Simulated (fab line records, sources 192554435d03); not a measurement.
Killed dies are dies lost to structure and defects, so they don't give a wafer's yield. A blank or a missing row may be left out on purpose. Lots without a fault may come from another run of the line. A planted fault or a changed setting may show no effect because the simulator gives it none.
Chamber matching | flow n5_finfet | N5_WELL_APT_DESCUM_13 on rie_diel-01: 4 sister chambers
The step chemistry O2, time 7.9 s. 7 wafers are shown with their chamber, then 7 later ones without.

WAFERS WITH THEIR CHAMBER
wafer  | chamber | showerhead_plenum_p_Torr (Torr) | drypump_motor_current_A (A)
L077.2 | 2       | 2.05                            | 6.3
L079.6 | 3       | 2.11                            | 5.5
L080.3 | 1       | 2.13                            | 5.8
L080.5 | 0       | 2.22                            | 5.7
L080.6 | 1       | 2.13                            | 5.8
L092.1 | 0       | 2.21                            | 5.7
L092.2 | 3       | 2.10                            | 5.6

WAFERS WITHOUT THEIR CHAMBER
wafer  | showerhead_plenum_p_Torr (Torr) | drypump_motor_current_A (A)
L092.5 | 2.21                            | 5.7
L095.1 | 2.04                            | 6.2
L095.2 | 2.12                            | 5.7
L095.4 | 2.10                            | 5.6
L097.4 | 2.12                            | 5.8
L097.5 | 2.03                            | 6.3
L097.6 | 2.10                            | 5.6

WHICH CHAMBER EACH WENT THROUGH
wafer  | from the rows above     | in truth
L092.5 | 0                       | 0
L095.1 | 2                       | 2
L095.2 | can't be placed: 1 or 3 | 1
L095.4 | 3                       | 3
L097.4 | 1                       | 1
L097.5 | 2                       | 2
L097.6 | 3                       | 3
Placed correctly: 6 of 7. Can't be placed from these rows: 1 (the true chamber is among the candidates in 1). Placed wrongly: 0.
How it was worked out, from the rows above alone: a wafer's distance from a chamber is the root of the sum, over the readings, of the square of ((its reading less the chamber's mean) divided by the reading's scatter). The wafer belongs to the nearest chamber; if the next one is less than 2 further off, it can't be placed. A chamber's mean is the mean of its shown wafers. The scatter: the root of (the sum of the squares of (reading less its chamber's mean) over the shown wafers, divided by (wafers less chambers)).
